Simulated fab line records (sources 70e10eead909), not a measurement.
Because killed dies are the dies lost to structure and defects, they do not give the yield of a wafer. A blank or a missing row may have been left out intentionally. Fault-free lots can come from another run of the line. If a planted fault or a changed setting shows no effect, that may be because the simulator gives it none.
A lot that was struck, set against a sound lot	flow nand_harc	17 steps out of a route of 1159
Sound: wafers L983.2, L983.4, L983.6. The struck wafers were L986.1, L986.2, L986.5. Last of all comes the cause.
At each step with rows: each side's tool, then ch and its chambers, then its first start. Under that, the readings that differ: sound wafers	struck wafers	difference of the means	sigmas: that difference in standard deviations of wafers without a fault.
alike: a reading whose means differ by less than 2 such deviations, as well as words and numbers matching on both sides. not compared: withheld readings; readings where some wafer has no value; bounds like >300 that might hide an equal value; numbers whose values overlap and for which the record gives no deviation.
The two part at a step that has a row with sigmas, a row that says differs or no value, or rows on one side only. Numbers that don't overlap but have no deviation are shown without sigmas and don't part them. Lack of a reading on every wafer of one side parts them only where that side has two or more wafers.

NHARC_P_ZERO_WELL_CD_MEAS_24: the cd target is 720 nm.
  sound on cd_sem-01 ch 0, day 1 14:42; struck on cd_sem-03 ch 0, day 2 08:29
  alike: cd_nm
then, 1 step without rows for these wafers: NHARC_P_ZERO_WELL_HARDBAKE_25 (time 80 s).
NHARC_P_ZERO_WELL_DESCUM_26: chemistry O2, time 3 s.
  sound on rie_diel-03 ch 0,1,3, day 1 14:53; struck on rie_diel-01 ch 0,3, day 2 08:39
  alike: chamber_pressure_mTorr, drypump_motor_current_A, oes_product_au, rf_vpp_V, showerhead_plenum_p_Torr, throttle_valve_pct
  not compared: rf_hours_counter_h
then, 9 steps without rows for these wafers: NHARC_P_ZERO_WELL_IMPLANT_27; NHARC_P_ZERO_WELL_IMPLANT_57; NHARC_P_ZERO_WELL_IMPLANT_58; NHARC_P_ZERO_WELL_STRIP_28 (strips in SPM, time 840 s); NHARC_P_ZERO_WELL_DEHYDRATE_29 (time 120 s); NHARC_P_ZERO_WELL_HMDS_30 (time 30 s); NHARC_P_ZERO_WELL_COAT_31; NHARC_P_ZERO_WELL_SOFTBAKE_32 (time 95 s); NHARC_P_ZERO_WELL_EBR_33.
NHARC_P_ZERO_WELL_EXPOSE_34: exposes mask P PWELL, target cd 720 nm.
  sound on krf_scanner-02 ch 0, day 1 16:11; struck on krf_scanner-04 ch 0, day 2 09:59
reading	sound	struck	difference	sigmas
mask	P_PWELL#0 P_PWELL#0 P_PWELL#0	P_NWELL#0 P_NWELL#0 P_NWELL#0	differs	
  alike: reticle_temp_C
then, 2 steps without rows for these wafers: NHARC_P_ZERO_WELL_PEB_35 (peb time 85 s); NHARC_P_ZERO_WELL_DEVELOP_36 (time 70 s).
NHARC_P_ZERO_WELL_CD_MEAS_37: the cd target is 720 nm.
  sound on cd_sem-03 ch 0, day 1 16:20; struck on cd_sem-02 ch 0, day 2 10:08
reading	sound	struck	difference	sigmas
cd_nm (nm)	715.7 716.8 716.4	- - -	no value on the struck wafers	
then, 1 step without rows for these wafers: NHARC_P_ZERO_WELL_HARDBAKE_38 (time 80 s).

WHERE THEY PART
Earliest at NHARC_P_ZERO_WELL_EXPOSE_34; latest, in this record, at NHARC_P_ZERO_WELL_CD_MEAS_37.

WHY: whatever the simulator had introduced
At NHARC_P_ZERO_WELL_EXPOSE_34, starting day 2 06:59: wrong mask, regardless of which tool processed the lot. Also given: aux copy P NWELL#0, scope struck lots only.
